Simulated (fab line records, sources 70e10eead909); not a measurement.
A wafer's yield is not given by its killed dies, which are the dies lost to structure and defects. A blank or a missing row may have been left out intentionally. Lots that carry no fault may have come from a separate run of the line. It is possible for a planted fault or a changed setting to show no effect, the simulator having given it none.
fab line records    flow nand_harc
record lots=6  wafers=18  last_day=34
route steps=1302 shown A_STAIRCASE@683
lots that met no fault: taken from a fault-free run of the same line
start_h: hours from the record's first day to the start of the lot's first wafer shown    wait_h: how many hours have passed since the lot's step before this one    " unchanged from the row above    L1.1+2: a row that stands for several wafers    - value missing, or start not given    * or withheld: withheld    < > ~ a bound
route shown NAME@n: names a module that has steps shown in the file, with the first one's number in the route    usual: mean/standard deviation taken from wafers without a fault    same: alike in all rows    chamber/n: place in a boat    sites: per-site readings    _std_site: the standard deviation of these    _edge_site: the outer-site mean with the inner-site mean subtracted    radius_mm: for every site, how far away it sits from the centre of the wafer    mask NAME#n: copy n    behind: the tool/chamber that last shaped the wafer    hold: the reason the lot was held/the length of the hold in hours/how it ended    device: the n, p or np transistor that did not switch    end of line: tests of these same wafers at the route's end    a step given without rows: its recipe and nothing more    killed: dies that structure and defects cost at the first sort, which is not the same as the wafer's yield    map: a wafer's dies, x killed, . not, _ none there
set.NAME: the setting the step ran with; set.NAME@STEP: the setting that earlier step ran with    model.NAME: the simulator's own value behind a step, which no gauge read
lots seen at some steps along the route; tables by step, rows by wafer
services: when a tool's chamber went out of use (start_h, in hours from the record's first day, below 0 if earlier), for how many hours, and the reason
## steps
# step NHARC_A_STAIRCASE_TRIM_26
# recipe time_s=211.2  o2_flow_sccm=500  ar_flow_sccm=0  bias_w=0  chemistry=O2
# step NHARC_A_STAIRCASE_ETCH_27
# recipe target_depth_a=1000  time_s=40.5  ion_energy_ev=400  c4f8_flow_sccm=20  o2_flow_sccm=10  ar_flow_sccm=withheld  rf_w=600  bias_w=1000  chemistry=C4F8/O2
# usual oes_product_au=0.941/0.0098  rf_vpp_V=895/6.7
lot.wafer  tool         chamber  start_h  wait_h  oes_product_au  rf_hours_counter_h  rf_vpp_V
L473.4     rie_diel-05  0        -        -       0.935           40                  889
L473.3     "            3        "        "       0.956           35                  897
L473.5     "            0        "        "       0.943           -                   889
L481.1     rie_diel-05  2        -        -       0.937           8                   898
L481.2     "            3        "        "       0.946           8                   897
L481.4     "            1        "        "       0.936           10                  888
L483.1     rie_diel-09  3        -        -       0.942           52                  887
L483.5     "            3        "        "       0.942           -                   888
L483.6     "            0        "        "       0.954           -                   886
L489.1     rie_diel-11  1        -        -       0.944           22                  889
L489.6     "            2        "        "       0.933           -                   905
L489.4     "            3        "        "       0.928           -                   893
L493.4     rie_diel-09  3        -        -       0.942           14                  906
L493.3     "            1        "        "       0.955           13                  899
L493.1     "            2        "        "       0.949           16                  897
L496.1     rie_diel-09  1        -        -       0.949           26                  899
L496.5     "            3        "        "       0.946           -                   905
L496.6     "            0        "        "       0.935           -                   906
# step NHARC_A_STAIRCASE_STRIP_175
# recipe power_w=1500  temp_c=250  chemistry=O2
# step NHARC_A_STAIRCASE_STRIP_148
# recipe time_s=900  temp_c=130  chemistry=SPM
# step NHARC_A_STAIRCASE_PRECLEAN_149
# recipe time_s=*  temp_c=50  bath_age_min=0  chemistry=SC1
# step NHARC_A_STAIRCASE_SRD_150
# step NHARC_A_STAIRCASE_DEHYDRATE_176
# recipe temp_c=150  time_s=120
# step NHARC_A_STAIRCASE_HMDS_177
# recipe time_s=30
# step NHARC_A_STAIRCASE_COAT_178
# recipe spin_rpm=1200
# step NHARC_A_STAIRCASE_SOFTBAKE_179
# recipe temp_c=135  time_s=170
# step NHARC_A_STAIRCASE_EBR_180
# step NHARC_A_STAIRCASE_EXPOSE_181
# recipe na=0.5  dose_mj=27.87  mask_id=STAIR_2
# usual exposure_dose_mJ_cm2=27.870/0.026  focus_offset_nm=0.0/0.45
lot.wafer  tool            chamber  start_h  wait_h  mask       exposure_dose_mJ_cm2  focus_offset_nm
L473.3     krf_scanner-02  0        345.19   -       STAIR_2#0  27.847                0.7
L473.4     "               0        "        "       STAIR_2#0  27.891                -0.2
L473.5     "               0        "        "       STAIR_2#0  27.862                -0.5
L481.1     krf_scanner-02  -        446.84   -       STAIR_2#0  -                     -
L481.2     "               -        "        "       STAIR_2#0  -                     -
L481.4     "               -        "        "       STAIR_2#0  -                     -
L483.1     krf_scanner-01  -        465.43   -       STAIR_2#0  -                     -
L483.5     "               -        "        "       STAIR_2#0  -                     -
L483.6     "               -        "        "       STAIR_2#0  -                     -
L489.1     krf_scanner-01  0        504.86   -       STAIR_2#0  27.875                -0.3
L489.4     "               0        "        "       STAIR_2#0  27.896                -0.1
L489.6     "               0        "        "       STAIR_2#0  27.884                0.6
L493.1     krf_scanner-01  0        548.50   -       STAIR_2#0  27.889                0.9
L493.3     "               0        "        "       STAIR_2#0  27.889                0.2
L493.4     "               0        "        "       STAIR_2#0  27.877                -0.4
L496.1     krf_scanner-03  0        591.03   -       STAIR_2#0  27.880                -0.7
L496.5     "               0        "        "       STAIR_2#0  27.909                0.3
L496.6     "               0        "        "       STAIR_2#0  27.918                -0.4
# step NHARC_A_STAIRCASE_PEB_182
# recipe peb_temp_c=115  peb_time_s=130
# step NHARC_A_STAIRCASE_DEVELOP_183
# recipe time_s=140
# step NHARC_A_STAIRCASE_HARDBAKE_185
# recipe temp_c=120  time_s=140
# step NHARC_A_STAIRCASE_DESCUM_186
# recipe time_s=3  o2_flow_sccm=200  ar_flow_sccm=0  bias_power_w=0  chemistry=O2
# step NHARC_A_STAIRCASE_TRIM_187
# recipe time_s=211.2  o2_flow_sccm=500  ar_flow_sccm=0  bias_w=0  chemistry=O2
# usual drypump_motor_current_A=5.68/0.28  oes_product_au=0.999/0.0091  rf_vpp_V=57.6/0.97  showerhead_plenum_p_Torr=3.47/0.17  throttle_valve_pct=17.036/0.0084
lot.wafer  tool         chamber  start_h  wait_h  drypump_motor_current_A  oes_product_au  rf_hours_counter_h  rf_vpp_V  showerhead_plenum_p_Torr  throttle_valve_pct
L473.4     rie_diel-09  2        345.66   0.1     5.83                     1.007           6                   57.4      3.61                      17.032
L473.3     "            3        "        "       5.36                     0.997           6                   57.6      3.31                      17.033
L473.5     "            2        "        "       5.85                     0.993           -                   58.3      3.61                      17.033
L481.2     rie_diel-05  1        447.31   0.1     5.79                     1.002           11                  57.5      3.32                      17.044
L481.1     "            3        "        "       6.05                     1.005           8                   57.9      3.56                      17.034
L481.4     "            0        "        "       5.58                     1.011           11                  58.2      3.34                      17.037
L483.1     rie_diel-09  0        465.89   0.1     5.33                     1.020           55                  56.8      3.26                      17.035
L483.6     "            0        "        "       5.30                     1.023           -                   56.5      3.26                      17.053
L483.5     "            1        "        "       5.45                     1.001           -                   58.1      3.61                      17.019
L489.1     rie_diel-05  1        505.35   0.1     5.80                     1.000           30                  56.4      3.31                      17.044
L489.4     "            2        "        "       6.07                     1.000           25                  59.0      3.59                      17.024
L489.6     "            3        "        "       6.06                     1.001           -                   58.7      3.55                      17.027
L493.4     rie_diel-05  0        548.98   0.1     5.59                     0.993           42                  55.8      3.32                      17.036
L493.1     "            1        "        "       5.79                     0.988           45                  55.6      3.31                      17.043
L493.3     "            2        "        "       6.09                     1.001           40                  59.2      3.58                      17.043
L496.1     rie_diel-11  2        591.53   0.1     6.08                     1.011           48                  60.6      3.78                      17.033
L496.5     "            0        "        "       5.93                     0.978           -                   57.7      3.30                      17.049
L496.6     "            1        "        "       5.47                     1.017           -                   58.3      3.31                      17.017
# step NHARC_A_STAIRCASE_ETCH_188
# recipe target_depth_a=1000  time_s=40.5  ion_energy_ev=400  c4f8_flow_sccm=20  o2_flow_sccm=10  ar_flow_sccm=withheld  rf_w=600  bias_w=1000  chemistry=C4F8/O2
# step NHARC_A_STAIRCASE_TRIM_189
# recipe time_s=211.2  o2_flow_sccm=500  ar_flow_sccm=0  bias_w=0  chemistry=O2
# step NHARC_A_STAIRCASE_ETCH_190
# recipe target_depth_a=1000  time_s=40.5  ion_energy_ev=400  c4f8_flow_sccm=20  o2_flow_sccm=10  ar_flow_sccm=withheld  rf_w=600  bias_w=1000  chemistry=C4F8/O2
# step NHARC_A_STAIRCASE_TRIM_191
# recipe time_s=211.2  o2_flow_sccm=500  ar_flow_sccm=0  bias_w=0  chemistry=O2
# usual drypump_motor_current_A=5.68/0.28  oes_product_au=0.998/0.0079  rf_vpp_V=57.6/1  showerhead_plenum_p_Torr=3.47/0.17  throttle_valve_pct=17.036/0.0092
lot.wafer  tool         chamber  start_h  wait_h  drypump_motor_current_A  oes_product_au  rf_hours_counter_h  rf_vpp_V  showerhead_plenum_p_Torr  throttle_valve_pct
L473.4     rie_diel-09  3        -        -       5.37                     0.990           6                   55.5      3.31                      17.041
L473.3     "            1        "        "       5.48                     0.994           8                   56.5      3.64                      17.023
L473.5     "            3        "        "       5.35                     0.997           -                   58.0      3.31                      17.046
L481.1     rie_diel-05  3        -        -       6.06                     1.004           8                   59.0      3.56                      17.047
L481.4     "            0        "        "       5.58                     0.997           11                  57.3      3.34                      17.038
L481.2     "            1        "        "       5.76                     1.000           11                  56.7      3.32                      17.027
L483.1     rie_diel-09  0        -        -       5.30                     1.013           55                  57.7      3.26                      17.035
L483.6     "            3        "        "       5.38                     0.993           -                   56.5      3.28                      17.025
L483.5     "            0        "        "       5.32                     1.008           -                   57.3      3.26                      17.024
L489.1     rie_diel-05  0        -        -       5.58                     1.000           29                  57.8      3.33                      17.036
L489.4     "            2        "        "       6.06                     0.994           25                  58.5      3.59                      17.035
L489.6     "            1        "        "       5.80                     0.998           -                   57.0      3.31                      17.025
L493.4     rie_diel-05  2        -        -       6.06                     0.989           40                  57.7      3.58                      17.021
L493.3     "            3        "        "       6.01                     0.998           39                  59.0      3.54                      17.023
L493.1     "            0        "        "       5.58                     1.003           42                  55.7      3.32                      17.058
L496.1     rie_diel-11  2        -        -       6.06                     1.007           50                  58.6      3.78                      17.046
L496.5     "            2        "        "       6.07                     1.007           -                   56.9      3.78                      17.034
L496.6     "            3        "        "       5.68                     0.994           -                   57.8      3.45                      17.045
# step NHARC_A_STAIRCASE_ETCH_192
# recipe target_depth_a=1000  time_s=40.5  ion_energy_ev=400  c4f8_flow_sccm=20  o2_flow_sccm=10  ar_flow_sccm=withheld  rf_w=600  bias_w=1000  chemistry=C4F8/O2
# step NHARC_A_STAIRCASE_TRIM_193
# recipe time_s=211.2  o2_flow_sccm=500  ar_flow_sccm=0  bias_w=0  chemistry=O2
# step NHARC_A_STAIRCASE_ETCH_194
# recipe target_depth_a=1000  time_s=40.5  ion_energy_ev=400  c4f8_flow_sccm=20  o2_flow_sccm=10  ar_flow_sccm=withheld  rf_w=600  bias_w=1000  chemistry=C4F8/O2
# step NHARC_A_STAIRCASE_TRIM_196
# recipe time_s=211.2  o2_flow_sccm=500  ar_flow_sccm=0  bias_w=0  chemistry=O2
# usual drypump_motor_current_A=5.73/0.27  oes_product_au=0.997/0.0085  rf_vpp_V=57.7/1  showerhead_plenum_p_Torr=3.46/0.16  throttle_valve_pct=17.035/0.0082
lot.wafer  tool         chamber  start_h  wait_h  drypump_motor_current_A  oes_product_au  rf_hours_counter_h  rf_vpp_V  showerhead_plenum_p_Torr  throttle_valve_pct
L473.4     rie_diel-11  2        346.87   0.2     6.08                     1.013           -                   57.9      3.29                      17.048
L473.3     "            3        "        "       5.68                     0.974           -                   57.6      3.49                      17.031
L473.5     "            2        "        "       6.07                     1.007           -                   56.0      3.29                      17.044
L481.1     rie_diel-09  0        448.33   0.1     5.33                     1.010           47                  58.2      3.26                      17.029
L481.4     "            2        "        "       5.86                     0.999           45                  57.9      3.59                      17.040
L481.2     "            3        "        "       5.34                     0.993           45                  58.1      3.29                      17.037
L483.1     rie_diel-11  1        467.06   0.1     5.46                     1.016           8                   56.1      3.33                      17.028
L483.5     "            3        "        "       5.71                     1.006           -                   58.5      3.47                      17.027
L483.6     "            0        "        "       5.97                     0.994           -                   57.7      3.32                      17.028
L489.1     rie_diel-05  0        506.41   0.1     5.57                     0.995           29                  56.6      3.33                      17.034
L489.4     "            2        "        "       6.09                     0.988           25                  58.3      3.59                      17.024
L489.6     "            1        "        "       5.78                     0.989           -                   55.3      3.31                      17.036
L493.1     rie_diel-05  3        549.99   0.1     6.05                     0.993           40                  57.4      3.54                      17.037
L493.4     "            0        "        "       5.57                     0.991           43                  56.3      3.32                      17.039
L493.3     "            1        "        "       5.77                     0.990           45                  57.0      3.31                      17.032
L496.1     rie_diel-11  2        593.86   0.1     6.08                     1.019           51                  57.9      3.78                      17.016
L496.6     "            0        "        "       5.96                     0.996           -                   57.2      3.30                      17.039
L496.5     "            1        "        "       5.49                     0.997           -                   57.0      3.31                      17.034
# step NHARC_A_STAIRCASE_ETCH_197
# recipe target_depth_a=1000  time_s=40.5  ion_energy_ev=400  c4f8_flow_sccm=20  o2_flow_sccm=10  ar_flow_sccm=withheld  rf_w=600  bias_w=1000  chemistry=C4F8/O2
# step NHARC_A_STAIRCASE_TRIM_198
# recipe time_s=211.2  o2_flow_sccm=500  ar_flow_sccm=0  bias_w=0  chemistry=O2
# step NHARC_A_STAIRCASE_ETCH_199
# recipe target_depth_a=1000  time_s=40.5  ion_energy_ev=400  c4f8_flow_sccm=20  o2_flow_sccm=10  ar_flow_sccm=withheld  rf_w=600  bias_w=1000  chemistry=C4F8/O2
# step NHARC_A_STAIRCASE_TRIM_200
# recipe time_s=211.2  o2_flow_sccm=500  ar_flow_sccm=0  bias_w=0  chemistry=O2
# usual drypump_motor_current_A=5.70/0.27  oes_product_au=0.998/0.0098  rf_vpp_V=57.5/0.99  showerhead_plenum_p_Torr=3.45/0.17  throttle_valve_pct=17.037/0.009
lot.wafer  tool         chamber  start_h  wait_h  drypump_motor_current_A  oes_product_au  rf_hours_counter_h  rf_vpp_V  showerhead_plenum_p_Torr  throttle_valve_pct
L473.4     rie_diel-11  2        -        -       6.05                     1.000           -                   58.1      3.29                      17.036
L473.3     "            3        "        "       5.69                     0.989           -                   58.4      3.49                      17.022
L473.5     "            2        "        "       6.07                     1.007           -                   58.2      3.29                      17.018
L481.1     rie_diel-09  2        -        -       5.84                     0.990           45                  55.1      3.59                      17.029
L481.4     "            3        "        "       5.38                     0.998           45                  56.6      3.29                      17.032
L481.2     "            1        "        "       5.45                     0.986           47                  58.5      3.62                      17.032
L483.1     rie_diel-11  2        -        -       6.06                     1.005           7                   58.8      3.80                      17.045
L483.6     "            3        "        "       5.70                     0.999           -                   57.4      3.47                      17.027
L483.5     "            0        "        "       5.96                     0.996           -                   58.1      3.32                      17.037
L489.4     rie_diel-05  3        -        -       6.05                     0.987           25                  57.6      3.55                      17.045
L489.1     "            0        "        "       5.57                     0.991           30                  56.5      3.33                      17.033
L489.6     "            3        "        "       6.03                     0.990           -                   59.3      3.55                      17.038
L493.1     rie_diel-05  0        -        -       5.57                     0.992           43                  57.7      3.32                      17.039
L493.4     "            1        "        "       5.77                     0.991           45                  59.0      3.31                      17.041
L493.3     "            3        "        "       6.06                     0.988           40                  58.2      3.54                      17.029
L496.1     rie_diel-11  1        -        -       5.49                     1.003           53                  58.5      3.31                      17.033
L496.5     "            1        "        "       5.49                     0.993           -                   57.2      3.31                      17.032
L496.6     "            2        "        "       6.09                     1.020           -                   58.5      3.78                      17.035
# step NHARC_A_STAIRCASE_ETCH_201
# recipe target_depth_a=1000  time_s=40.5  ion_energy_ev=400  c4f8_flow_sccm=20  o2_flow_sccm=10  ar_flow_sccm=withheld  rf_w=600  bias_w=1000  chemistry=C4F8/O2
# step NHARC_A_STAIRCASE_TRIM_202
# recipe time_s=211.2  o2_flow_sccm=500  ar_flow_sccm=0  bias_w=0  chemistry=O2
# step NHARC_A_STAIRCASE_ETCH_203
# recipe target_depth_a=1000  time_s=40.5  ion_energy_ev=400  c4f8_flow_sccm=20  o2_flow_sccm=10  ar_flow_sccm=withheld  rf_w=600  bias_w=1000  chemistry=C4F8/O2
# step NHARC_A_STAIRCASE_STRIP_205
# recipe power_w=1500  temp_c=250  chemistry=O2
# step NHARC_A_STAIRCASE_STRIP_206
# recipe time_s=900  temp_c=130  chemistry=SPM
# step NHARC_A_STAIRCASE_PRECLEAN_207
# recipe time_s=*  temp_c=50  bath_age_min=0  chemistry=SC1
# step NHARC_A_STAIRCASE_SRD_208
# step NHARC_A_STAIRCASE_DEHYDRATE_209
# recipe temp_c=150  time_s=120
# step NHARC_A_STAIRCASE_HMDS_210
# recipe time_s=30
## services
tool            chamber  start_h  hours  kind
rie_diel-09     -        320.62   9.0    pm
rie_diel-11     1        344.06   5.6    repair
rie_diel-05     3        350.47   4.6    repair
krf_scanner-01  -        358.39   12.0   repair
krf_scanner-02  -        363.07   5.7    repair
rie_diel-11     3        395.85   1.2    repair
krf_scanner-03  -        396.00   4.0    pm
rie_diel-05     -        406.60   9.0    pm
rie_diel-11     -        435.80   9.0    pm
krf_scanner-02  -        450.68   0.1    repair
krf_scanner-01  -        451.36   1.2    repair
krf_scanner-02  -        468.34   4.0    pm
rie_diel-09     3        478.20   7.3    repair
krf_scanner-02  -        479.11   0.5    repair
krf_scanner-01  -        484.00   4.0    pm
krf_scanner-03  -        486.17   0.2    repair
rie_diel-09     -        498.49   9.0    pm
rie_diel-05     2        514.91   3.0    repair
krf_scanner-01  -        529.39   0.2    repair
krf_scanner-03  -        541.89   1.4    repair
rie_diel-05     0        554.66   1.3    repair
rie_diel-11     -        555.10   0.7    repair
rie_diel-05     -        583.74   9.0    pm
rie_diel-11     2        584.07   7.0    repair
## key
first_sign step=NHARC_A_STAIRCASE_EXPOSE_181  reading=tool_record  direction=missing
effect none on later readings
met_at NHARC_A_STAIRCASE_EXPOSE_181
struck_wafers L481.1,L481.2,L481.4,L483.1,L483.5,L483.6
scrapped_behind NHARC_A_SGD_CUT_INSPECT_11 L483.1,L483.5,L483.6
later_rows_left_out L481.1,L481.2,L481.4
sort_left_out L481.1,L481.2,L481.4
tester_left_out L481
onset_between 345.19 446.84
fault kind=skipped_step_whole  tool=krf_scanner-01,krf_scanner-02  chamber=-  onset_h=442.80  steps=NHARC_A_STAIRCASE_EXPOSE_181  scope=struck_lots_only
# tester_left_out: of these lots the tester's yield and bins aren't shown, on N5 and GAA mostly nor the transistor test; their killed dies are dies lost to structure and defects alone, not to doping, threshold or leakage, so they don't give the yield
# sort_left_out: the simulated sort isn't trusted on such a fault, so these wafers' sort isn't shown, and their yield isn't known
# later_rows_left_out: the simulator's readings of these wafers behind a module that went badly wrong aren't trusted and aren't shown, but for the sort
